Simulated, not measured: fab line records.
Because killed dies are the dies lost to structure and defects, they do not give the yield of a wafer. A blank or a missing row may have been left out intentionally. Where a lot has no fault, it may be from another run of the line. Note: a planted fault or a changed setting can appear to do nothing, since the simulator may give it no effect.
fab line records | flow n5Finfet | part 1 of 2: steps 1 to 23 of 30
[record] lots = 5 | wafers = 15 | lastDay = 17
route steps=1938 shown BEOL_M5@1183 BEOL_M6@1194
lots that met no fault: from a run of the same line without faults
startH: hours from the record's first day to the start of the lot's first wafer shown | waitH: hours elapsed since this lot's preceding step | " the same as in the row above | L1.1+2: one row covering several wafers at once | - no value present, or no start provided | * or withheld: withheld | < > ~ a bound
route shown NAME@n: NAME is a module with steps in the file, n the number in the route of the first one | usual: the fault-free wafers' mean and standard deviation | same: alike in all rows | chamber/n: place in a boat | sites: each site's reading | _std_site: standard deviation across them | _edge_site: mean of outer sites minus mean of inner sites | radiusMm: how far each site lies from the wafer's centre | mask NAME#n: copy n | behind: the most recent tool/chamber to have shaped the wafer | hold: the reason the lot was held/the length of the hold in hours/how it ended | device: the transistor (n, p or np) that didn't switch | end of line: tests run on the same wafers once the route is complete | step lacking rows: just its recipe | killed: dies that structure and defects cost at the first sort, which is not the same as the wafer's yield | map: shows each die of a wafer: x if killed, . if not, _ if none is there
set.NAME: setting as actually run; set.NAME@STEP: the setting as run at that earlier step | model.NAME: the simulator's own value behind a step, which no gauge read
lots at selected steps of the route; one table per step, one row per wafer
services: when a tool's chamber went out of use (startH, in hours from the record's first day, below 0 if earlier), for how many hours, and the reason
[[steps]]
[step N5_BEOL_M5_SPUTTER_90]
[recipe] material = Cu | targetThkA = 45 | tempC = -20 | chamberPressurePa = 0.07 | powerW = withheld | timeS = 8.29
[usual] substrateTempC = -20.00/0.1 | throttleValvePct = 29.8/1.1
lot.wafer | tool          | chamber | startH | waitH | substrateTempC | throttleValvePct
L074.2    | pvdSputter-02 | -       | 174.52 | 0.5   | -20.21         | 28.7
L074.3    | "             | -       | "      | "     | -19.94         | 31.5
L074.4    | "             | -       | "      | "     | -20.09         | 29.6
L079.1    | pvdSputter-03 | -       | 205.53 | 0.5   | -19.92         | 28.6
L079.4    | "             | -       | "      | "     | -20.02         | 28.4
L079.5    | "             | -       | "      | "     | -20.10         | 31.9
L082.2    | pvdSputter-02 | -       | 247.74 | 0.5   | -20.02         | 28.8
L082.3    | "             | -       | "      | "     | -19.92         | 31.4
L082.6    | "             | -       | "      | "     | -20.05         | 28.9
L090.1    | pvdSputter-03 | -       | 278.17 | 0.5   | -19.93         | 31.8
L090.3    | "             | -       | "      | "     | -19.96         | 28.4
L090.4    | "             | -       | "      | "     | -19.99         | 28.7
L095.2    | pvdSputter-01 | -       | 323.36 | 0.5   | -19.99         | 29.7
L095.3    | "             | -       | "      | "     | -20.01         | 29.7
L095.5    | "             | -       | "      | "     | -20.03         | 29.7
[step N5_BEOL_M5_ECD_50]
[recipe] material = Cu | targetThkA = 3000
lot.wafer  | tool     | chamber | startH | waitH
L074.2+3+4 | ecdCu-01 | 1,1,0   | 174.64 | 0.1
L079.1+4+5 | ecdCu-02 | 1,0,0   | 205.65 | 0.1
L082.2+3+6 | ecdCu-01 | 1,1,0   | 247.86 | 0.1
L090.1+3+4 | ecdCu-02 | 1,1,0   | 278.28 | 0.1
L095.2+3+5 | ecdCu-02 | 0       | 323.48 | 0.1
[step N5_BEOL_M5_ANNEAL_51]
[recipe] tempC = 225 | timeS = 90 | ambient = N2
[usual] wafer_temp_C_max = 225.96/0.25
lot.wafer | tool         | chamber | startH | waitH | wafer_temp_C_max
L074.2    | rtpAnneal-02 | 0       | 174.77 | 0.1   | 225.86
L074.3    | "            | 0       | "      | "     | 225.99
L074.4    | "            | 0       | "      | "     | 226.10
L079.1    | rtpAnneal-01 | 0       | 205.74 | 0.1   | 226.03
L079.4    | "            | 0       | "      | "     | 225.92
L079.5    | "            | 0       | "      | "     | 225.64
L082.2    | rtpAnneal-02 | 0       | 248.05 | 0.2   | 226.10
L082.3    | "            | 0       | "      | "     | 226.06
L082.6    | "            | 0       | "      | "     | 226.45
L090.1    | rtpAnneal-01 | 0       | 278.37 | 0.1   | 225.80
L090.3    | "            | 0       | "      | "     | 225.75
L090.4    | "            | 0       | "      | "     | 225.65
L095.2    | rtpAnneal-01 | 0       | 323.61 | 0.1   | 225.80
L095.3    | "            | 0       | "      | "     | 225.88
L095.5    | "            | 0       | "      | "     | 225.95
[step N5_BEOL_M5_CMP_52]
[recipe] stopOn = SiCOH_lowk | tOverpolishS = 6.9 | downForcePsi = 1 | platenRpm = 50 | clearingPlatenDownForcePsi = 1.5 | clearingPlatenRpm = 50 | postCmpClean = cuAlkaline | targetThkNm = 62 | clearingPlatenPadVelocityMS = 0.99484 | padVelocityMS = 0.99484
[usual] barrierFieldEndpointS = 24.6/0.66 | edgeZonePressureFrac = 1.001/0.0049 | motorCurrentA = 6.0/0.68 | overpolishRunS = 6.900/0.0091 | timeToEndpointS = 63/3.4
lot.wafer | tool   | chamber | startH | waitH | barrierFieldEndpointS | edgeZonePressureFrac | motorCurrentA | overpolishRunS | timeToEndpointS
L074.2    | cmp-02 | 0       | 175.03 | 0.2   | 25.6                  | 1.002                | 5.2           | 6.902          | 69
L074.3    | "      | 1       | "      | "     | 24.1                  | 1.002                | 6.5           | 6.920          | 58
L074.4    | "      | 3       | "      | "     | 24.4                  | 0.996                | 5.8           | 6.911          | 62
L079.1    | cmp-02 | 3       | 206.04 | 0.3   | 24.0                  | 0.991                | 5.6           | 6.902          | 62
L079.4    | "      | 1       | "      | "     | 24.5                  | 1.001                | 6.4           | 6.880          | 58
L079.5    | "      | 0       | "      | "     | 25.3                  | 1.001                | 5.4           | 6.890          | 67
L082.3    | cmp-02 | 0       | 248.30 | 0.2   | 25.1                  | 0.988                | 5.3           | 6.894          | 64
L082.2    | "      | 2       | "      | "     | 23.6                  | 0.997                | 6.5           | 6.898          | 60
L082.6    | "      | 1       | "      | "     | 23.6                  | 1.005                | 6.5           | 6.907          | 57
L090.1    | cmp-02 | 0       | 278.67 | 0.3   | 23.9                  | 0.995                | 5.3           | 6.899          | 65
L090.4    | "      | 2       | "      | "     | 24.1                  | 1.002                | 6.9           | 6.891          | 58
L090.3    | "      | 3       | "      | "     | 23.4                  | 1.000                | 5.5           | 6.902          | 61
L095.3    | cmp-02 | 1       | 323.90 | 0.2   | 24.1                  | 1.004                | 6.6           | 6.894          | 59
L095.2    | "      | 3       | "      | "     | 23.6                  | 1.001                | 5.8           | 6.899          | 61
L095.5    | "      | 0       | "      | "     | 25.0                  | 1.001                | 5.4           | 6.907          | 69
[step N5_BEOL_M5_THK_MEAS_53]
[recipe] thkMeasGauge = xrf | reads = Cu_of_BEOL_M5_ECD_50
[usual] M5_THK = 62.0/1.9
lot.wafer | tool         | chamber | startH | waitH | M5_THK[nm]
L074.2    | filmMetro-02 | -       | 175.32 | -     | 62.9
L074.3    | "            | -       | "      | "     | 61.3
L074.4    | "            | -       | "      | "     | 62.0
L079.1    | filmMetro-02 | -       | 206.33 | -     | 61.4
L079.4    | "            | -       | "      | "     | 59.2
L079.5    | "            | -       | "      | "     | 62.7
L082.2    | filmMetro-02 | -       | 248.60 | -     | 62.9
L082.3    | "            | -       | "      | "     | 64.9
L082.6    | "            | -       | "      | "     | 60.6
L090.1    | filmMetro-02 | -       | 278.96 | -     | 62.8
L090.3    | "            | -       | "      | "     | 61.3
L090.4    | "            | -       | "      | "     | 62.4
L095.2    | filmMetro-01 | -       | 324.16 | -     | 60.3
L095.3    | "            | -       | "      | "     | 62.9
L095.5    | "            | -       | "      | "     | 61.9
[step N5_BEOL_M5_PRE_CLEAN_77]
[recipe] gas = NH3/H2 | timeS = 15 | tempC = * | rfPowerW = 300
[usual] heaterPowerW = 88/22
lot.wafer | tool     | chamber | startH | waitH | heaterPowerW
L074.2    | cvdCo-01 | 0       | 175.36 | 0.0   | 88
L074.3    | "        | 1       | "      | "     | 137
L074.4    | "        | 0       | "      | "     | 89
L079.1    | cvdCo-02 | 2       | 206.37 | 0.0   | 74
L079.4    | "        | 1       | "      | "     | 76
L079.5    | "        | 2       | "      | "     | 76
L082.2    | cvdCo-01 | 0       | 248.63 | 0.0   | 87
L082.3    | "        | 1       | "      | "     | 134
L082.6    | "        | 0       | "      | "     | 88
L090.1    | cvdCo-02 | 2       | 279.00 | 0.0   | 72
L090.3    | "        | 1       | "      | "     | 76
L090.4    | "        | 2       | "      | "     | 75
L095.2    | cvdCo-01 | 1       | 324.20 | 0.0   | 134
L095.3    | "        | 2       | "      | "     | 105
L095.5    | "        | 0       | "      | "     | 88
[step N5_BEOL_M5_CO_CAP_78]
[recipe] material = Co | targetThkA = 20 | tempC = 200 | precursor = CCTBA/H2 | pressureTorr = 30 | timeS = 102.1
[usual] heaterPowerW = 239/28
lot.wafer | tool     | chamber | startH | waitH | heaterPowerW
L074.2    | cvdCo-01 | 0       | 175.40 | 0.0   | 232
L074.3    | "        | 1       | "      | "     | 299
L074.4    | "        | 0       | "      | "     | 244
L079.1    | cvdCo-02 | 2       | 206.41 | 0.0   | 222
L079.4    | "        | 1       | "      | "     | 223
L079.5    | "        | 2       | "      | "     | 218
L082.2    | cvdCo-01 | 0       | 248.67 | 0.0   | 240
L082.3    | "        | 1       | "      | "     | 298
L082.6    | "        | 0       | "      | "     | 238
L090.1    | cvdCo-02 | 2       | 279.04 | 0.0   | 227
L090.3    | "        | 1       | "      | "     | 228
L090.4    | "        | 2       | "      | "     | 225
L095.2    | cvdCo-01 | 1       | 324.24 | 0.0   | 298
L095.3    | "        | 2       | "      | "     | 256
L095.5    | "        | 0       | "      | "     | 241
[step N5_BEOL_M5_PRE_CLEAN_55]
[recipe] gas = NH3 | timeS = 15 | tempC = withheld | rfPowerW = 300
lot.wafer  | tool     | chamber | startH | waitH
L074.2+3+4 | pecvd-04 | 2,0,0   | 175.49 | 0.1
L079.1+4+5 | pecvd-04 | 1,1,0   | 206.50 | 0.1
L082.2+3+6 | pecvd-02 | 1,0,1   | 248.76 | 0.1
L090.1+3+4 | pecvd-04 | 2,0,2   | 279.13 | 0.1
L095.2+3+5 | pecvd-01 | 2       | 324.33 | 0.1
[step N5_BEOL_M5_DEP_56]
[recipe] material = SiCN | targetThkA = 80 | tempC = withheld | precursor = 3MS/NH3 | pressureTorr = 3 | rfW = 202 | timeS = 14
[usual] showerheadPlenumPTorr = 3.661/0.011 | throttleValvePct = 9.1/0.64
lot.wafer | tool     | chamber | startH | waitH | showerheadPlenumPTorr | throttleValvePct
L074.2    | pecvd-04 | 2       | 175.52 | 0.0   | 3.663                 | 9.5
L074.3    | "        | 0       | "      | "     | 3.648                 | 9.7
L074.4    | "        | 0       | "      | "     | 3.647                 | 9.7
L079.1    | pecvd-04 | 1       | 206.54 | 0.0   | 3.661                 | 9.4
L079.4    | "        | 1       | "      | "     | 3.664                 | 9.6
L079.5    | "        | 0       | "      | "     | 3.643                 | 9.9
L082.2    | pecvd-02 | 1       | 248.79 | 0.0   | 3.652                 | 9.4
L082.3    | "        | 0       | "      | "     | 3.658                 | 9.6
L082.6    | "        | 1       | "      | "     | 3.655                 | 9.5
L090.1    | pecvd-04 | 2       | 279.15 | 0.0   | 3.656                 | 7.8
L090.3    | "        | 0       | "      | "     | 3.653                 | 10.0
L090.4    | "        | 2       | "      | "     | 3.654                 | 8.0
L095.2    | pecvd-01 | 2       | 324.36 | 0.0   | 3.668                 | 8.2
L095.3    | "        | 2       | "      | "     | 3.671                 | 8.1
L095.5    | "        | 2       | "      | "     | 3.676                 | 8.4
[step N5_BEOL_M5_RS_MEAS_57]
[recipe] thkMeasGauge = four-point-probe | reads = Co_of_BEOL_M5_CO_CAP_78+Cu_of_BEOL_M5_ECD_50+Co_of_BEOL_M5_CVD_47+TaN_of_BEOL_M5_ALD_86
[usual] M5_RS = 0.383/0.014
lot.wafer | tool         | chamber | startH | waitH | M5_RS[ohm/sq]
L074.2    | filmMetro-02 | -       | 175.58 | 0.1   | 0.378
L074.3    | "            | -       | "      | "     | 0.390
L074.4    | "            | -       | "      | "     | 0.384
L079.1    | filmMetro-01 | -       | 206.62 | 0.1   | 0.389
L079.4    | "            | -       | "      | "     | 0.409
L079.5    | "            | -       | "      | "     | 0.383
L082.2    | filmMetro-02 | -       | 248.86 | 0.1   | 0.380
L082.3    | "            | -       | "      | "     | 0.364
L082.6    | "            | -       | "      | "     | 0.395
L090.1    | filmMetro-01 | -       | 279.22 | 0.0   | 0.375
L090.3    | "            | -       | "      | "     | 0.382
L090.4    | "            | -       | "      | "     | 0.376
L095.2    | filmMetro-02 | -       | 324.45 | 0.1   | 0.392
L095.3    | "            | -       | "      | "     | 0.372
L095.5    | "            | -       | "      | "     | 0.379
[step N5_BEOL_M5_INSPECT_58]
[recipe] inspectInstrument = darkfield | mode = postDep
[usual] rawDefectCount = 72/24
lot.wafer | tool             | chamber | startH | waitH | rawDefectCount
L074.2    | defectInspect-02 | -       | 175.61 | 0.0   | 37
L074.3    | "                | -       | "      | "     | 40
L074.4    | "                | -       | "      | "     | 33
L079.1    | defectInspect-02 | -       | 206.64 | 0.0   | 91
L079.4    | "                | -       | "      | "     | 95
L079.5    | "                | -       | "      | "     | 87
L082.2    | defectInspect-01 | -       | 248.88 | 0.0   | 47
L082.3    | "                | -       | "      | "     | 70
L082.6    | "                | -       | "      | "     | 101
L090.1    | defectInspect-01 | -       | 279.25 | 0.0   | 52
L090.3    | "                | -       | "      | "     | 49
L090.4    | "                | -       | "      | "     | 84
L095.2    | defectInspect-01 | -       | 324.48 | 0.0   | 132
L095.3    | "                | -       | "      | "     | 93
L095.5    | "                | -       | "      | "     | 107
[step N5_BEOL_M6_ILD_DEP_00]
[recipe] material = SiCOH_lowk | targetThkA = 1797.5 | tempC = 300 | precursor = DEMS/porogen | pressureTorr = 5 | rfW = 500 | timeS = 33.4
[usual] heaterPowerW = 308/77 | showerheadPlenumPTorr = 5.740/0.016 | throttleValvePct = 13.9/0.86
lot.wafer | tool     | chamber | startH | waitH | heaterPowerW | showerheadPlenumPTorr | throttleValvePct
L074.2    | pecvd-01 | 2       | 175.65 | 0.0   | 323          | 5.759                 | 12.1
L074.3    | "        | 1       | "      | "     | 237          | 5.735                 | 14.7
L074.4    | "        | 2       | "      | "     | 247          | 5.772                 | 12.2
L079.1    | pecvd-04 | 0       | 206.68 | 0.0   | 271          | 5.721                 | 14.5
L079.4    | "        | 1       | "      | "     | 227          | 5.753                 | 14.1
L079.5    | "        | 1       | "      | "     | 237          | 5.730                 | 14.1
L082.2    | pecvd-03 | 1       | 248.92 | 0.0   | 366          | 5.755                 | 14.0
L082.3    | "        | 1       | "      | "     | 363          | 5.750                 | 14.1
L082.6    | "        | 1       | "      | "     | 367          | 5.792                 | 14.2
L090.1    | pecvd-03 | 0       | 279.28 | 0.0   | 498          | 5.720                 | 14.4
L090.3    | "        | 1       | "      | "     | 341          | 5.768                 | 14.2
L090.4    | "        | 2       | "      | "     | 285          | 5.736                 | 14.1
L095.2    | pecvd-04 | 2       | 324.51 | 0.0   | 255          | 5.744                 | 12.5
L095.3    | "        | 1       | "      | "     | 213          | 5.750                 | 14.0
L095.5    | "        | 1       | "      | "     | 219          | 5.744                 | 14.2
[step N5_BEOL_M6_CURE_74]
[recipe] tempC = 385 | timeS = 240 | ambient = He/Ar | material = SiCOH_lowk
[usual] lampPowerPct = 52.31/0.056 | wafer_temp_C_max = 386.9/0.8
lot.wafer | tool      | chamber | startH | waitH | lampPowerPct | wafer_temp_C_max
L074.2    | uvCure-03 | 0       | 175.79 | 0.1   | 52.36        | 388.2
L074.3    | "         | 0       | "      | "     | 52.36        | 387.9
L074.4    | "         | 0       | "      | "     | 52.32        | 387.8
L079.1    | uvCure-02 | 0       | 206.77 | 0.1   | 52.29        | 387.5
L079.4    | "         | 0       | "      | "     | 52.25        | 388.0
L079.5    | "         | 0       | "      | "     | 52.42        | 387.7
L082.2    | uvCure-03 | 2       | 249.08 | 0.1   | 52.40        | 386.3
L082.3    | "         | 2       | "      | "     | 52.31        | 385.9
L082.6    | "         | 2       | "      | "     | 52.35        | 386.2
L090.1    | uvCure-02 | 1       | 279.35 | 0.0   | 52.31        | 385.9
L090.3    | "         | 1       | "      | "     | 52.32        | 386.0
L090.4    | "         | 1       | "      | "     | 52.18        | 386.0
L095.2    | uvCure-01 | 2       | 324.66 | 0.1   | 52.33        | 387.9
L095.3    | "         | 2       | "      | "     | 52.39        | 387.2
L095.5    | "         | 2       | "      | "     | 52.33        | 387.4
[step N5_BEOL_M6_THK_MEAS_01]
[recipe] reads = SiCOH_lowk_of_BEOL_M6_ILD_DEP_00
[usual] M6_ILD_THK = 155.2/2.3
lot.wafer | tool         | chamber | startH | waitH | M6_ILD_THK[nm]
L074.2    | filmMetro-02 | -       | 176.22 | 0.4   | 151.5
L074.3    | "            | -       | "      | "     | 153.5
L074.4    | "            | -       | "      | "     | 155.7
L079.1    | filmMetro-01 | -       | 207.28 | 0.4   | 153.8
L079.4    | "            | -       | "      | "     | 159.1
L079.5    | "            | -       | "      | "     | 158.1
L082.2    | filmMetro-01 | -       | 249.52 | 0.4   | 155.2
L082.3    | "            | -       | "      | "     | 157.7
L082.6    | "            | -       | "      | "     | 158.9
L090.1    | filmMetro-02 | -       | 279.86 | 0.4   | 153.4
L090.3    | "            | -       | "      | "     | 152.4
L090.4    | "            | -       | "      | "     | 155.2
L095.2    | filmMetro-01 | -       | 325.09 | 0.4   | 150.1
L095.3    | "            | -       | "      | "     | 155.8
L095.5    | "            | -       | "      | "     | 156.9
[step N5_BEOL_M6_PECVD_70]
[recipe] material = SiO2 | targetThkA = 200 | tempC = 400 | precursor = TEOS/O2 | pressureTorr = 5.5 | rfW = 450 | teosFlowSccm = 53.8 | gas = O2 | flowSccm = 3000 | timeS = 22.7
[usual] heaterPowerW = 668/120 | showerheadPlenumPTorr = 8.78/0.052 | throttleValvePct = 22.5/1.5
lot.wafer | tool     | chamber | startH | waitH | heaterPowerW | showerheadPlenumPTorr | throttleValvePct
L074.2    | pecvd-01 | 2       | 176.26 | 0.0   | 735          | 8.82                  | 19.5
L074.3    | "        | 1       | "      | "     | 633          | 8.84                  | 23.8
L074.4    | "        | 2       | "      | "     | 726          | 8.82                  | 19.8
L079.1    | pecvd-04 | 1       | 207.32 | 0.0   | 543          | 8.79                  | 22.4
L079.4    | "        | 0       | "      | "     | 582          | 8.71                  | 24.2
L079.5    | "        | 1       | "      | "     | 545          | 8.78                  | 22.7
L082.2    | pecvd-04 | 2       | 249.55 | 0.0   | 634          | 8.76                  | 19.9
L082.3    | "        | 0       | "      | "     | 668          | 8.73                  | 24.4
L082.6    | "        | 0       | "      | "     | 668          | 8.70                  | 24.4
L090.1    | pecvd-04 | 2       | 279.90 | 0.0   | 641          | 8.75                  | 19.6
L090.3    | "        | 0       | "      | "     | 673          | 8.71                  | 24.8
L090.4    | "        | 1       | "      | "     | 526          | 8.77                  | 22.8
L095.2    | pecvd-03 | 2       | 325.13 | 0.0   | 631          | 8.76                  | 22.7
L095.3    | "        | 0       | "      | "     | 972          | 8.77                  | 23.3
L095.5    | "        | 1       | "      | "     | 698          | 8.87                  | 22.6
[step N5_BEOL_M6_HM_DEP_02]
[recipe] material = TiN | targetThkA = 200 | tempC = 25 | chamberPressurePa = 0.49996
[usual] substrateTempC = 25.00/0.11 | throttleValvePct = 29.9/0.95
lot.wafer | tool          | chamber | startH | waitH | substrateTempC | throttleValvePct
L074.2    | pvdSputter-03 | -       | 178.53 | 2.3   | 25.08          | 28.7
L074.3    | "             | -       | "      | "     | 25.12          | 31.8
L074.4    | "             | -       | "      | "     | 24.95          | 28.8
L079.1    | pvdSputter-01 | -       | 208.17 | 0.8   | 25.11          | 29.6
L079.4    | "             | -       | "      | "     | 25.08          | 29.7
L079.5    | "             | -       | "      | "     | 25.12          | 30.8
L082.2    | pvdSputter-02 | -       | 251.05 | 1.5   | 24.91          | 31.3
L082.3    | "             | -       | "      | "     | 25.05          | 28.6
L082.6    | "             | -       | "      | "     | 25.17          | 29.5
L090.1    | pvdSputter-03 | -       | 280.29 | 0.4   | 25.08          | 31.9
L090.3    | "             | -       | "      | "     | 24.90          | 28.5
L090.4    | "             | -       | "      | "     | 25.02          | 28.4
L095.2    | pvdSputter-03 | -       | 325.70 | 0.6   | 25.03          | 28.4
L095.3    | "             | -       | "      | "     | 24.95          | 31.9
L095.5    | "             | -       | "      | "     | 25.02          | 29.7
[step N5_BEOL_M6_COAT_59]
[recipe] resist = SOC | tempC = 250 | timeS = 60 | spinRpm = 1500 | resistThkNm = 100
[usual] dispensePressureKPa = 54/7.1 | plateTempC = 250.00/0.18 | resistLineTempC = 23.02/0.1
lot.wafer | tool          | chamber | startH | waitH | dispensePressureKPa | plateTempC | resistLineTempC
L074.2    | lithoTrack-05 | 0       | 178.66 | 0.1   | 59                  | 250.04     | 22.80
L074.3    | "             | 0       | "      | "     | 59                  | 250.07     | 22.87
L074.4    | "             | 0       | "      | "     | 59                  | 250.06     | 22.88
L079.1    | lithoTrack-02 | 0       | 208.39 | 0.1   | 43                  | 249.85     | 23.02
L079.4    | "             | 0       | "      | "     | 43                  | 249.75     | 22.97
L079.5    | "             | 0       | "      | "     | 43                  | 249.88     | 23.18
L082.2    | lithoTrack-05 | 0       | 251.18 | 0.1   | 59                  | 249.92     | 22.98
L082.3    | "             | 0       | "      | "     | 59                  | 249.97     | 22.94
L082.6    | "             | 0       | "      | "     | 59                  | 249.75     | 22.89
L090.1    | lithoTrack-04 | 0       | 280.41 | 0.1   | 57                  | 249.64     | 22.88
L090.3    | "             | 0       | "      | "     | 57                  | 250.02     | 22.94
L090.4    | "             | 0       | "      | "     | 57                  | 249.88     | 23.02
L095.2    | lithoTrack-02 | 0       | 325.82 | 0.1   | 43                  | 249.91     | 23.06
L095.3    | "             | 0       | "      | "     | 43                  | 250.14     | 23.23
L095.5    | "             | 0       | "      | "     | 43                  | 249.95     | 23.19
[step N5_BEOL_M6_COAT_60]
[recipe] resist = SiARC | tempC = 220 | timeS = 60 | spinRpm = 1500 | resistThkNm = 35
[usual] dispensePressureKPa = 54/7 | plateTempC = 219.99/0.15 | resistLineTempC = 22.99/0.1
lot.wafer | tool          | chamber | startH | waitH | dispensePressureKPa | plateTempC | resistLineTempC
L074.2    | lithoTrack-05 | 0       | -      | -     | 59                  | 219.99     | 22.95
L074.3    | "             | 0       | "      | "     | 59                  | 220.08     | 22.82
L074.4    | "             | 0       | "      | "     | 59                  | 220.03     | 22.95
L079.1    | lithoTrack-02 | 0       | -      | -     | 43                  | 219.82     | 23.11
L079.4    | "             | 0       | "      | "     | 43                  | 219.93     | 22.90
L079.5    | "             | 0       | "      | "     | 43                  | 220.08     | 23.06
L082.2    | lithoTrack-05 | 0       | -      | -     | 59                  | 219.86     | 23.18
L082.3    | "             | 0       | "      | "     | 59                  | 219.94     | 23.04
L082.6    | "             | 0       | "      | "     | 59                  | 220.00     | 23.16
L090.1    | lithoTrack-04 | 0       | -      | -     | 57                  | 220.05     | 22.86
L090.3    | "             | 0       | "      | "     | 57                  | 219.90     | 22.94
L090.4    | "             | 0       | "      | "     | 57                  | 219.83     | 22.84
L095.2    | lithoTrack-02 | 0       | -      | -     | 43                  | 220.06     | 23.05
L095.3    | "             | 0       | "      | "     | 43                  | 219.85     | 23.13
L095.5    | "             | 0       | "      | "     | 43                  | 219.78     | 22.87
[step N5_BEOL_M6_COAT_05]
[recipe] resist = CAR-ArF | spinRpm = 1500 | resistThkNm = 90
[usual] dispensePressureKPa = 54/7.1 | resistLineTempC = 23.00/0.1
lot.wafer | tool          | chamber | startH | waitH | dispensePressureKPa | resistLineTempC
L074.2    | lithoTrack-05 | 0       | -      | -     | 59                  | 22.97
L074.3    | "             | 0       | "      | "     | 59                  | 23.07
L074.4    | "             | 0       | "      | "     | 59                  | 22.83
L079.1    | lithoTrack-02 | 0       | -      | -     | 43                  | 23.08
L079.4    | "             | 0       | "      | "     | 43                  | 23.13
L079.5    | "             | 0       | "      | "     | 43                  | 22.98
L082.2    | lithoTrack-05 | 0       | -      | -     | 59                  | 22.87
L082.3    | "             | 0       | "      | "     | 59                  | 22.81
L082.6    | "             | 0       | "      | "     | 59                  | 22.96
L090.1    | lithoTrack-04 | 0       | -      | -     | 58                  | 22.98
L090.3    | "             | 0       | "      | "     | 57                  | 22.97
L090.4    | "             | 0       | "      | "     | 57                  | 23.06
L095.2    | lithoTrack-02 | 0       | -      | -     | 43                  | 22.84
L095.3    | "             | 0       | "      | "     | 43                  | 23.01
L095.5    | "             | 0       | "      | "     | 43                  | 22.95
[step N5_BEOL_M6_EBR_07]
[recipe] solvent = PGMEA | ebrWidthMm = 1.5
[usual] resistLineTempC = 23.02/0.096
lot.wafer | tool          | chamber | startH | waitH | resistLineTempC
L074.2    | lithoTrack-05 | 0       | -      | -     | 23.01
L074.3    | "             | 0       | "      | "     | 23.13
L074.4    | "             | 0       | "      | "     | 23.09
L079.1    | lithoTrack-02 | 0       | -      | -     | 22.87
L079.4    | "             | 0       | "      | "     | 22.97
L079.5    | "             | 0       | "      | "     | 23.20
L082.2    | lithoTrack-05 | 0       | -      | -     | 23.06
L082.3    | "             | 0       | "      | "     | 23.13
L082.6    | "             | 0       | "      | "     | 23.05
L090.1    | lithoTrack-04 | 0       | -      | -     | 23.10
L090.3    | "             | 0       | "      | "     | 23.04
L090.4    | "             | 0       | "      | "     | 23.09
L095.2    | lithoTrack-02 | 0       | -      | -     | 23.03
L095.3    | "             | 0       | "      | "     | 23.09
L095.5    | "             | 0       | "      | "     | 22.97
[step N5_BEOL_M6_SOFTBAKE_06]
[recipe] tempC = 110 | timeS = 60 | resist = CAR-ArF
[usual] plateTempC = 110.00/0.15 | resistLineTempC = 22.99/0.11
lot.wafer | tool          | chamber | startH | waitH | plateTempC | resistLineTempC
L074.2    | lithoTrack-05 | 0       | -      | -     | 109.85     | 22.87
L074.3    | "             | 0       | "      | "     | 109.88     | 22.89
L074.4    | "             | 0       | "      | "     | 109.97     | 22.91
L079.1    | lithoTrack-02 | 0       | -      | -     | 110.01     | 22.96
L079.4    | "             | 0       | "      | "     | 109.63     | 23.07
L079.5    | "             | 0       | "      | "     | 109.64     | 22.94
L082.2    | lithoTrack-05 | 0       | -      | -     | 110.04     | 23.03
L082.3    | "             | 0       | "      | "     | 110.08     | 22.98
L082.6    | "             | 0       | "      | "     | 110.05     | 22.79
L090.1    | lithoTrack-04 | 0       | -      | -     | 110.04     | 22.85
L090.3    | "             | 0       | "      | "     | 110.10     | 22.96
L090.4    | "             | 0       | "      | "     | 110.26     | 22.98
L095.2    | lithoTrack-02 | 0       | -      | -     | 109.83     | 23.10
L095.3    | "             | 0       | "      | "     | 109.91     | 23.00
L095.5    | "             | 0       | "      | "     | 110.02     | 23.04
[step N5_BEOL_M6_EXPOSE_08]
[recipe] maskId = M6 | na = 1.35 | sourceShape = dipole | sigmaInner = 0.817 | sigmaOuter = 0.97 | polarization = te | doseMj = 68.25
[same] sigmaInner = 0.817
lot.wafer  | tool           | chamber | startH | waitH | mask
L074.2+3+4 | arfiScanner-03 | 0       | 178.91 | -     | M6#0
L079.1+4+5 | arfiScanner-01 | 0       | 208.64 | -     | M6#0
L082.2+3+6 | arfiScanner-03 | 0       | 251.30 | -     | M6#0
L090.1+3+4 | arfiScanner-01 | 0       | 280.66 | -     | M6#0
L095.2+3+5 | arfiScanner-02 | 0       | 326.07 | -     | M6#0
[step N5_BEOL_M6_PEB_09]
[recipe] pebTempC = withheld | pebTimeS = 60 | resist = CAR-ArF
[usual] resistLineTempC = 22.99/0.092
[same] pebTimeS = 60
lot.wafer | tool          | chamber | startH | waitH | resistLineTempC
L074.2    | lithoTrack-04 | 0       | 178.97 | 0.0   | 22.97
L074.3    | "             | 0       | "      | "     | 22.88
L074.4    | "             | 0       | "      | "     | 23.04
L079.1    | lithoTrack-04 | 0       | 208.70 | 0.1   | 23.15
L079.4    | "             | 0       | "      | "     | 22.91
L079.5    | "             | 0       | "      | "     | 22.93
L082.2    | lithoTrack-02 | 0       | 251.36 | 0.0   | 23.05
L082.3    | "             | 0       | "      | "     | 23.08
L082.6    | "             | 0       | "      | "     | 22.97
L090.1    | lithoTrack-05 | 0       | 280.72 | 0.1   | 22.89
L090.3    | "             | 0       | "      | "     | 23.07
L090.4    | "             | 0       | "      | "     | 22.80
L095.2    | lithoTrack-02 | 0       | 326.13 | 0.0   | 22.88
L095.3    | "             | 0       | "      | "     | 22.88
L095.5    | "             | 0       | "      | "     | 22.93
